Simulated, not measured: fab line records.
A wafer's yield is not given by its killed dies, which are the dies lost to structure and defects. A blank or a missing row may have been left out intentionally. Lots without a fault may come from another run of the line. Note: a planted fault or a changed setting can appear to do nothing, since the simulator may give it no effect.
fab line records	flow nand_harc
record lots=12	wafers=36	last_day=23
route steps=1159 shown A_CONTACT@936 A_BLC@971 END@1159
lots that met no fault: taken from a fault-free run of the same line
start_h: the number of hours between the record's first day and the start of the first shown wafer of the lot	wait_h: hours elapsed since this lot's preceding step	" same as the row above	L1.1+2: one row covering several wafers at once	- no value, or no start was given	* or withheld: withheld	< > ~ a bound
route shown NAME@n: a module of which the file shows steps, and the number in the route of the first	usual: the fault-free wafers' mean and standard deviation	same: alike in all rows	chamber/n: place in a boat	sites: the reading at each site	_std_site: how widely they spread, as a standard deviation	_edge_site: mean of outer sites minus mean of inner sites	radius_mm: for every site, how far away it sits from the centre of the wafer	mask NAME#n: copy n	behind: the most recent tool/chamber to have shaped the wafer	hold: why the lot went on hold/how many hours it stayed there/how the hold came to an end	device: names the non-switching transistor (n, p or np)	end of line: the tests these same wafers got at the end of their route	where a step has no rows: the recipe by itself	killed: dies that structure and defects cost at the first sort, which is not the same as the wafer's yield	map: a wafer's dies, marking killed ones x, the rest . and places with no die _
set.NAME: the setting that was run; set.NAME@STEP: the one run at that earlier step	model.NAME: the simulator's own value behind a step, which no gauge read
the route's steps for a sample of lots (tables are steps, rows are wafers)
services: a tool's chamber out of use, with start hour (start_h, from the record's first day; less than 0 if before it), hours out, and reason
## steps
# step NHARC_A_CONTACT_OVL_MEAS_09
# usual overlay_x_nm=0.0/0.94	overlay_y_nm=-0.1/0.77
lot.wafer	tool	chamber	start_h	wait_h	overlay_x_nm	overlay_y_nm
L129.2	overlay-02	-	389.49	-	-0.2	-0.1
L129.3	"	-	"	"	0.4	0.1
L129.5	"	-	"	"	1.1	-0.2
L130.2	overlay-01	-	400.51	-	-0.8	1.1
L130.4	"	-	"	"	-1.9	0.8
L130.6	"	-	"	"	-1.3	0.8
L132.2	overlay-01	-	423.47	-	-1.5	-1.7
L132.4	"	-	"	"	-1.7	-2.4
L132.5	"	-	"	"	-2.2	-2.0
L134.2	overlay-02	-	428.42	-	0.8	-1.1
L134.3	"	-	"	"	0.5	-0.4
L134.5	"	-	"	"	0.5	-0.9
L135.1	overlay-01	-	431.44	-	-0.4	-0.5
L135.3	"	-	"	"	-0.3	-0.4
L135.5	"	-	"	"	-0.3	-1.0
L138.3	overlay-01	-	443.42	-	-0.4	-0.2
L138.4	"	-	"	"	-0.3	-0.5
L138.6	"	-	"	"	-0.7	-0.2
L139.1	overlay-01	-	465.40	-	-0.6	0.0
L139.2	"	-	"	"	-1.1	0.5
L139.4	"	-	"	"	-0.4	0.3
L137.1	overlay-01	-	466.63	-	2.5	0.8
L137.3	"	-	"	"	3.0	0.5
L137.6	"	-	"	"	2.0	1.0
L140.1	overlay-02	-	471.60	-	0.9	1.3
L140.3	"	-	"	"	0.8	1.7
L140.6	"	-	"	"	0.5	1.5
L141.2	overlay-01	-	471.91	-	1.2	0.0
L141.3	"	-	"	"	1.2	0.5
L141.5	"	-	"	"	1.2	0.0
L143.1	overlay-01	-	480.27	-	1.5	-0.2
L143.3	"	-	"	"	0.9	-0.4
L143.6	"	-	"	"	0.9	-0.9
L142.2	overlay-01	-	484.61	-	-0.2	0.4
L142.4	"	-	"	"	-0.6	0.1
L142.5	"	-	"	"	-0.9	-0.2
# step NHARC_A_CONTACT_ETCH_110
# recipe target_depth_a=500	overetch_a=50	time_s=27.5	ion_energy_ev=100	cf4_flow_sccm=80	o2_flow_sccm=20	ar_flow_sccm=0	rf_w=300	bias_w=100	chemistry=CF4/O2
# usual drypump_motor_current_A=5.9/0.43	oes_f_703_au=1.001/0.0048	oes_product_au=1.000/0.014	rf_vpp_V=198.1/1.3	showerhead_plenum_p_Torr=1.35/0.053	throttle_valve_pct=13.397/0.0086
lot.wafer	tool	chamber	start_h	wait_h	drypump_motor_current_A	oes_f_703_au	oes_product_au	rf_hours_counter_h	rf_vpp_V	showerhead_plenum_p_Torr	throttle_valve_pct
L129.3	rie_diel-10	2	392.20	0.1	6.6	1.002	1.003	11	199.3	1.43	13.389
L129.2	"	3	"	"	5.0	1.002	0.981	10	199.0	1.43	13.410
L129.5	"	1	"	"	5.8	1.000	0.993	-	198.2	1.34	13.401
L130.4	rie_diel-07	1	403.50	0.1	6.2	1.006	1.011	30	196.3	1.31	13.402
L130.2	"	3	"	"	6.0	1.003	0.977	31	197.5	1.34	13.410
L130.6	"	0	"	"	6.3	1.005	0.973	-	197.8	1.39	13.394
L132.4	rie_diel-09	2	426.21	0.1	5.7	0.995	0.991	58	198.6	1.42	13.395
L132.2	"	3	"	"	5.1	0.998	1.006	57	199.7	1.39	13.394
L132.5	"	2	"	"	5.7	0.998	0.985	-	198.0	1.42	13.378
L134.3	rie_diel-07	0	431.12	0.1	6.3	1.001	0.991	4	198.4	1.39	13.388
L134.2	"	2	"	"	5.5	1.001	1.015	4	196.1	1.26	13.397
L134.5	"	0	"	"	6.3	1.001	0.993	-	198.5	1.39	13.406
L135.1	rie_diel-07	1	434.14	0.1	6.2	0.998	1.003	4	195.7	1.30	13.390
L135.3	"	2	"	"	5.5	1.003	1.011	4	195.3	1.25	13.397
L135.5	"	1	"	"	6.2	1.010	1.015	-	197.6	1.31	13.395
L138.3	rie_diel-09	0	446.10	0.1	5.9	1.004	0.986	0	197.3	1.36	13.415
L138.4	"	2	"	"	5.7	1.005	0.985	0	200.0	1.42	13.389
L138.6	"	1	"	"	5.7	0.994	0.968	-	196.8	1.34	13.397
L139.2	rie_diel-09	2	468.53	0.1	5.7	0.996	0.987	10	199.0	1.42	13.397
L139.1	"	0	"	"	6.0	1.005	0.999	8	197.6	1.35	13.403
L139.4	"	1	"	"	5.7	0.997	0.979	10	199.6	1.33	13.396
L137.1	rie_diel-07	3	469.40	0.1	6.0	0.995	0.996	11	197.4	1.34	13.395
L137.3	"	0	"	"	6.3	1.005	0.987	10	198.2	1.39	13.392
L137.6	"	3	"	"	6.0	0.999	0.997	-	198.1	1.34	13.392
L140.1	rie_diel-07	3	475.24	0.1	6.0	0.997	1.006	14	199.6	1.34	13.413
L140.3	"	1	"	"	6.2	1.007	1.011	12	198.2	1.30	13.399
L140.6	"	1	"	"	6.2	1.005	1.018	-	196.7	1.30	13.414
L141.3	rie_diel-10	0	475.86	0.1	6.0	1.001	0.995	46	197.3	1.30	13.399
L141.2	"	3	"	"	5.0	1.005	0.977	44	199.7	1.42	13.404
L141.5	"	0	"	"	6.1	0.989	0.988	-	197.8	1.30	13.393
L143.1	rie_diel-10	2	483.49	0.1	6.6	1.000	1.008	44	200.9	1.42	13.379
L143.3	"	2	"	"	6.6	1.003	1.013	-	198.4	1.42	13.385
L143.6	"	0	"	"	6.1	1.008	1.001	-	196.9	1.30	13.411
L142.2	rie_diel-10	2	494.06	5.7	6.6	0.999	1.003	52	199.6	1.42	13.384
L142.5	"	3	"	"	5.0	1.003	0.976	-	200.4	1.42	13.393
L142.4	"	1	"	"	5.8	1.002	0.993	-	198.9	1.34	13.399
# step NHARC_A_BLC_EXPOSE_07
# recipe na=1.35	target_cd_nm=100	dose_mj=67.97	mask_id=A_BLC
# usual exposure_dose_mJ_cm2=67.96/0.066	focus_offset_nm=-0.1/0.53
lot.wafer	tool	chamber	start_h	wait_h	mask	exposure_dose_mJ_cm2	focus_offset_nm
L129.2	arfi_scanner-01	0	402.44	-	A_BLC#0	67.90	-0.7
L129.3	"	0	"	"	A_BLC#0	68.00	-0.6
L129.5	"	0	"	"	A_BLC#0	67.96	0.0
L130.2	arfi_scanner-01	0	410.51	-	A_BLC#0	67.93	-0.7
L130.4	"	0	"	"	A_BLC#0	67.89	-0.5
L130.6	"	0	"	"	A_BLC#0	67.88	-0.1
L132.2	arfi_scanner-02	0	432.35	-	A_BLC#0	67.88	-0.3
L132.4	"	0	"	"	A_BLC#0	67.96	0.9
L132.5	"	0	"	"	A_BLC#0	68.06	0.6
L134.2	arfi_scanner-03	0	433.64	-	A_BLC#0	67.90	1.3
L134.3	"	0	"	"	A_BLC#0	67.95	-0.2
L134.5	"	0	"	"	A_BLC#0	67.93	0.7
L135.1	arfi_scanner-03	0	436.60	-	A_BLC#0	67.98	-0.1
L135.3	"	0	"	"	A_BLC#0	67.96	-0.8
L135.5	"	0	"	"	A_BLC#0	67.98	-1.0
L138.3	arfi_scanner-02	0	450.06	-	A_BLC#0	67.93	0.8
L138.4	"	0	"	"	A_BLC#0	67.96	0.8
L138.6	"	0	"	"	A_BLC#0	67.88	-0.1
L139.1	arfi_scanner-01	0	471.07	-	A_BLC#0	67.97	-0.3
L139.2	"	0	"	"	A_BLC#0	67.94	0.0
L139.4	"	0	"	"	A_BLC#0	67.90	-0.3
L137.1	arfi_scanner-01	0	471.80	-	A_BLC#0	68.04	0.1
L137.3	"	0	"	"	A_BLC#0	67.98	-0.6
L137.6	"	0	"	"	A_BLC#0	68.01	-0.1
L140.1	arfi_scanner-03	0	479.55	-	A_BLC#0	68.01	0.1
L140.3	"	0	"	"	A_BLC#0	67.95	-0.5
L140.6	"	0	"	"	A_BLC#0	68.02	-0.2
L141.2	arfi_scanner-03	0	480.20	-	A_BLC#0	67.96	1.2
L141.3	"	0	"	"	A_BLC#0	67.94	-0.4
L141.5	"	0	"	"	A_BLC#0	67.99	1.1
L143.1	arfi_scanner-03	0	495.52	-	A_BLC#0	79.15	0.5
L143.3	"	0	"	"	A_BLC#0	79.11	0.2
L143.6	"	0	"	"	A_BLC#0	79.30	0.2
L142.2	arfi_scanner-03	0	506.63	-	A_BLC#0	76.82	-0.6
L142.4	"	0	"	"	A_BLC#0	76.78	0.2
L142.5	"	0	"	"	A_BLC#0	76.80	0.6
# step NHARC_A_BLC_CD_MEAS_10
# recipe target_cd_nm=100	landing_energy_ev=500
# usual cd_nm=99.8/0.94
# same landing_energy_ev=500
lot.wafer	tool	chamber	start_h	wait_h	cd_nm
L129.2	cd_sem-02	0	402.57	-	99.6
L129.3	"	0	"	"	100.4
L129.5	"	0	"	"	100.6
L130.2	cd_sem-02	0	410.64	-	101.0
L130.4	"	0	"	"	100.2
L130.6	"	0	"	"	100.8
L132.2	cd_sem-01	0	432.48	-	99.5
L132.4	"	0	"	"	99.7
L132.5	"	0	"	"	100.1
L134.2	cd_sem-03	0	433.78	-	98.9
L134.3	"	0	"	"	100.2
L134.5	"	0	"	"	99.6
L135.1	cd_sem-02	0	436.74	-	101.2
L135.3	"	0	"	"	101.3
L135.5	"	0	"	"	100.5
L138.3	cd_sem-02	0	450.20	-	98.4
L138.4	"	0	"	"	99.5
L138.6	"	0	"	"	99.4
L139.1	cd_sem-02	0	471.21	-	99.8
L139.2	"	0	"	"	100.1
L139.4	"	0	"	"	99.3
L137.1	cd_sem-02	0	471.94	-	100.2
L137.3	"	0	"	"	99.4
L137.6	"	0	"	"	100.1
L140.1	cd_sem-01	0	479.69	-	99.9
L140.3	"	0	"	"	100.3
L140.6	"	0	"	"	100.6
L141.2	cd_sem-03	0	480.34	-	99.9
L141.3	"	0	"	"	98.6
L141.5	"	0	"	"	100.1
L143.1	cd_sem-01	0	495.66	-	108.2
L143.3	"	0	"	"	108.7
L143.6	"	0	"	"	107.7
L142.2	cd_sem-03	0	506.77	-	105.6
L142.4	"	0	"	"	107.7
L142.5	"	0	"	"	106.2
# step NHARC_A_BLC_OVL_MEAS_11
# usual overlay_x_nm=0.2/0.98	overlay_y_nm=0.0/0.84
lot.wafer	tool	chamber	start_h	wait_h	overlay_x_nm	overlay_y_nm
L129.2	overlay-01	-	402.66	-	0.7	-0.7
L129.3	"	-	"	"	0.8	0.0
L129.5	"	-	"	"	1.0	-0.4
L130.2	overlay-01	-	410.73	-	-1.0	0.5
L130.4	"	-	"	"	-1.0	0.5
L130.6	"	-	"	"	-0.3	0.5
L132.2	overlay-01	-	432.57	-	1.7	-0.5
L132.4	"	-	"	"	1.3	0.1
L132.5	"	-	"	"	0.8	-0.1
L134.2	overlay-01	-	433.86	-	-0.7	0.8
L134.3	"	-	"	"	-1.0	0.6
L134.5	"	-	"	"	-0.8	0.4
L135.1	overlay-01	-	436.83	-	-0.5	-1.4
L135.3	"	-	"	"	-1.0	-1.4
L135.5	"	-	"	"	-0.6	-1.3
L138.3	overlay-02	-	450.30	-	-0.8	0.5
L138.4	"	-	"	"	-1.3	0.6
L138.6	"	-	"	"	-1.5	0.9
L139.1	overlay-01	-	471.30	-	-1.1	1.7
L139.2	"	-	"	"	-1.3	1.5
L139.4	"	-	"	"	-0.8	1.4
L137.1	overlay-02	-	472.02	-	-1.9	1.4
L137.3	"	-	"	"	-2.0	0.8
L137.6	"	-	"	"	-2.3	0.8
L140.1	overlay-01	-	479.77	-	0.5	-1.5
L140.3	"	-	"	"	0.8	-1.2
L140.6	"	-	"	"	1.0	-1.4
L141.2	overlay-02	-	480.44	-	1.1	0.6
L141.3	"	-	"	"	1.7	0.4
L141.5	"	-	"	"	1.4	-0.1
L143.1	overlay-01	-	495.75	-	0.4	-1.1
L143.3	"	-	"	"	1.0	-1.0
L143.6	"	-	"	"	1.2	-0.6
L142.2	overlay-01	-	506.85	-	1.7	0.2
L142.4	"	-	"	"	1.6	0.3
L142.5	"	-	"	"	2.0	0.0
# step NHARC_END_SORT_01
# recipe temp_c=25
# usual killed_at_array=30/10	killed_at_other=0.5/0.82	killed_at_periphery=2.9/2	killed_dies=34/11	killed_open=3.2/1.8	killed_short=2.0/1.4
# same gross_dies=677
lot.wafer	tool	chamber	start_h	wait_h	killed_at_array	killed_at_other	killed_at_periphery	killed_dies	killed_open	killed_short
L143.1	prober-02	0	551.89	2.5	41	0	3	44	7	1
L143.3	prober-02	0	553.48	3.1	36	0	3	39	2	4
L143.6	prober-02	0	555.87	4.0	30	1	4	35	3	2
L142.4	prober-01	0	560.96	3.3	41	0	1	42	2	3
L142.5	prober-01	0	561.75	3.6	38	0	2	40	2	4
# killed by level:class
L143.1 A_SLIT:chamber_film_flake=14 A_CHANNEL_HOLE_D1:chamber_film_flake=12 A_CONTACT:chamber_film_flake=3 A_BLC:chamber_film_flake=3 A_ONON_D1:geometric_particle:open=2 P_M2:geometric_particle:open=1 A_SOURCE_PLATE:geometric_particle:open=1 A_ONON_D1:geometric_particle:short=1
L143.3 A_SLIT:chamber_film_flake=15 A_CHANNEL_HOLE_D1:chamber_film_flake=5 A_CONTACT:chamber_film_flake=4 A_BLC:chamber_film_flake=4 A_WL_FILL:geometric_particle:short=2 A_BLC:area_expose=2 P_M0:geometric_particle:short=1 A_ONON_D1:geometric_particle:short=1
L143.6 A_SLIT:chamber_film_flake=14 A_BLC:area_expose=5 A_CHANNEL_HOLE_D1:chamber_film_flake=4 A_STAIRCASE:chamber_film_flake=3 P_CONTACT:geometric_particle:open=1 P_M0:geometric_particle:short=1 A_SOURCE_PLATE:geometric_particle:open=1 A_CHANNEL_FILL_D1:geometric_particle:short=1
L142.4 A_SLIT:chamber_film_flake=15 A_STAIRCASE:chamber_film_flake=7 A_CHANNEL_HOLE_D1:chamber_film_flake=5 A_BLC:area_expose=5 A_CHANNEL_FILL_D1:chamber_film_flake=2 A_CONTACT:chamber_film_flake=2 P_M0:geometric_particle:open=1 A_SOURCE_PLATE:geometric_particle:short=1
L142.5 A_SLIT:chamber_film_flake=11 A_STAIRCASE:chamber_film_flake=11 A_CHANNEL_HOLE_D1:chamber_film_flake=4 A_BLC:area_expose=3 A_CHANNEL_FILL_D1:chamber_film_flake=2 P_M0:geometric_particle:short=1 A_WL_FILL:geometric_particle:short=1 A_WL_FILL:geometric_particle:open=1
## services
tool	chamber	start_h	hours	kind
arfi_scanner-02	-	372.64	1.8	repair
rie_diel-07	0	384.37	-	clean
rie_diel-07	1	384.37	-	clean
rie_diel-07	2	384.37	-	clean
rie_diel-07	3	384.37	-	clean
rie_diel-07	0	399.53	2.7	repair
rie_diel-07	-	405.22	9.0	pm
rie_diel-07	0	405.22	9.0	vent_cycle
rie_diel-07	1	405.22	9.0	vent_cycle
rie_diel-07	2	405.22	9.0	vent_cycle
rie_diel-07	3	405.22	9.0	vent_cycle
rie_diel-07	0	414.22	-	clean
rie_diel-07	1	414.22	-	clean
arfi_scanner-03	-	416.83	0.6	repair
arfi_scanner-01	-	426.42	0.6	repair
arfi_scanner-02	-	428.00	4.0	pm
rie_diel-09	-	431.35	9.0	pm
rie_diel-07	1	431.74	1.5	repair
arfi_scanner-03	-	456.51	0.3	repair
rie_diel-10	3	460.06	4.1	repair
rie_diel-10	3	479.12	10.5	repair
arfi_scanner-01	-	479.93	9.9	repair
arfi_scanner-03	-	484.00	4.0	pm
rie_diel-10	0	485.28	9.0	repair
## key
first_sign step=NHARC_A_BLC_EXPOSE_07	reading=exposure_dose_mJ_cm2	direction=up	sigmas=99+	usual=67.96	struck=77.99
effect step=NHARC_A_BLC_CD_MEAS_10	reading=cd_nm	direction=up	sigmas=8	usual=99.8	struck=107.3	through=control_loop
met_at NHARC_A_BLC_EXPOSE_07
struck_lots L142,L143
tester_left_out L142,L143
loop_trim step=NHARC_A_BLC_EXPOSE_07	setting=dose	lots=L142
not_acting_at NHARC_A_CONTACT_OVL_MEAS_09,NHARC_A_CONTACT_ETCH_110,NHARC_A_BLC_OVL_MEAS_11
onset_between 480.20 495.52
fault kind=process_parameter_drift	tool=arfi_scanner-03	chamber=-	onset_h=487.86	steps=NHARC_A_BLC_EXPOSE_07	channel=dose_mj	offset=11.166	shape=step	acts_in=these_recipes_only	stated=67.97
# tester_left_out: of these lots the tester's yield and bins aren't shown, on N5 and GAA mostly nor the transistor test; their killed dies are dies lost to structure and defects alone, not to doping, threshold or leakage, so they don't give the yield
# loop_trim: a control loop set the setting to another value than it would have without faults
